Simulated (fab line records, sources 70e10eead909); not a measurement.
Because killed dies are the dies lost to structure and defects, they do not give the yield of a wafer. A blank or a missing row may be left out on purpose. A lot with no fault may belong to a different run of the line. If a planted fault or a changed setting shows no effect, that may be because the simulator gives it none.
A single fault, viewed from 3 desks | flow nandHarc | every desk sees just its own numbers, and what lay behind them comes last

== THE DEFECT DESK ==
Per lot, the means of the sampled wafers with a number show what the inspections along the route counted. The brackets show how far a lot's mean lies from the usual mean; more than 4 standard deviations puts the lot out of limits, marked OUT.
Columns: A = rawDefectCount at NHARC_A_CHANNEL_HOLE_D1_INSPECT_40, usual 64
lot  | first seen here | A
L141 | day 8 10:22     | 54
L143 | day 9 04:25     | 38
L145 | day 9 17:05     | 46
L146 | day 9 23:16     | 77
L148 | day 10 17:41    | 55
L150 | day 11 11:22    | 73
L151 | day 11 17:26    | 60
L153 | day 12 02:53    | 57
L160 | day 13 13:10    | 437 (+22) OUT
L162 | day 13 23:56    | 59
L161 | day 14 03:58    | 421 (+21) OUT
L163 | day 14 11:26    | 93
This desk's verdict: out of limits on L160, L161, starting with L160 at day 13 13:10 (rawDefectCount at NHARC_A_CHANNEL_HOLE_D1_INSPECT_40). In limits: L141, L143, L145, L146, L148, L150, L151, L153, L162, L163.

== DESK OF THE TOOL OWNER: rieDiel-07 ==
The tool's own readings at NHARC_A_CHANNEL_HOLE_D1_ETCH_44 (etches the open film in CF4/O2, target depth 140 nm, overetch 14 nm, time 77 s): means of the sampled wafers that have a number, for each lot that ran on this tool. The brackets show how far a lot's mean lies from the usual mean; more than 4 standard deviations puts the lot out of limits, marked OUT.
Columns: A = drypumpMotorCurrentA at NHARC_A_CHANNEL_HOLE_D1_ETCH_44, usual 5.8 A; B = oes_f_703_au at NHARC_A_CHANNEL_HOLE_D1_ETCH_44, usual 0.999 a.u.; C = oesProductAu at NHARC_A_CHANNEL_HOLE_D1_ETCH_44, usual 1.002 a.u.; D = rfFwdPowerW at NHARC_A_CHANNEL_HOLE_D1_ETCH_44, usual 297.5 W; E = rfVppV at NHARC_A_CHANNEL_HOLE_D1_ETCH_44, usual 197.8 V; F = showerheadPlenumPTorr at NHARC_A_CHANNEL_HOLE_D1_ETCH_44, usual 1.34 Torr; G = throttleValvePct at NHARC_A_CHANNEL_HOLE_D1_ETCH_44, usual 13.397 %
lot  | first seen here | A   | B     | C     | D     | E     | F    | G
L141 | day 8 09:21     | 5.5 | 1.000 | 0.998 | 297.5 | 197.4 | 1.37 | 13.388
L143 | day 9 03:26     | 5.4 | 0.999 | 0.990 | 296.4 | 198.0 | 1.34 | 13.392
L150 | day 11 10:22    | 5.8 | 0.997 | 0.991 | 297.5 | 198.0 | 1.36 | 13.390
L160 | day 13 12:11    | 5.6 | 0.997 | 0.999 | 297.5 | 197.9 | 1.35 | 13.410
L161 | day 14 02:57    | 5.7 | 0.999 | 0.996 | 296.9 | 197.9 | 1.32 | 13.401
Finding of this desk: none of the 5 lots has anything out of limits.

== METROLOGY DESK ==
Lot by lot, what the gauges showed, no matter which tool ran the lot: averages of those sampled wafers that carry a number. The brackets show how far a lot's mean lies from the usual mean; more than 4 standard deviations puts the lot out of limits, marked OUT.
Columns: A = cdNm at NHARC_A_CHANNEL_HOLE_D1_CD_MEAS_30, usual 89.9 nm
lot  | first seen here | A
L141 | day 8 10:10     | 89.9
L143 | day 9 04:14     | 88.9
L145 | day 9 16:54     | 90.2
L146 | day 9 23:05     | 90.1
L148 | day 10 17:30    | 88.8
L150 | day 11 11:10    | 88.8
L151 | day 11 17:14    | 90.1
L153 | day 12 02:42    | 90.1
L160 | day 13 12:59    | 89.2
L162 | day 13 23:45    | 89.0
L161 | day 14 03:46    | 90.1
L163 | day 14 11:15    | 89.4
Finding of this desk: none of the 12 lots has anything out of limits.

== ALL TOGETHER ==
The defect desk could have raised an alarm at day 13 13:10, on L160, L161.
The desk of the tool owner found nothing out of limits.
Nothing out of limits was seen by the metrology desk.
On record at the tool owner's desk: L160, L161, within its limits.
The metrology desk has L160, L161 on record, within its limits.
Of the lots named, all ran NHARC_A_CHANNEL_HOLE_D1_ETCH_44 on rieDiel-07.

== WHAT WAS PUT IN BY THE SIMULATOR ==
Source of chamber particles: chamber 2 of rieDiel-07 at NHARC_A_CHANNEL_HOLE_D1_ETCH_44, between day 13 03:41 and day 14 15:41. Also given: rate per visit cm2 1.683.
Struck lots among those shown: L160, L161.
Hours from the fault's start to each desk's first reading out of limits: the defect desk, 9.
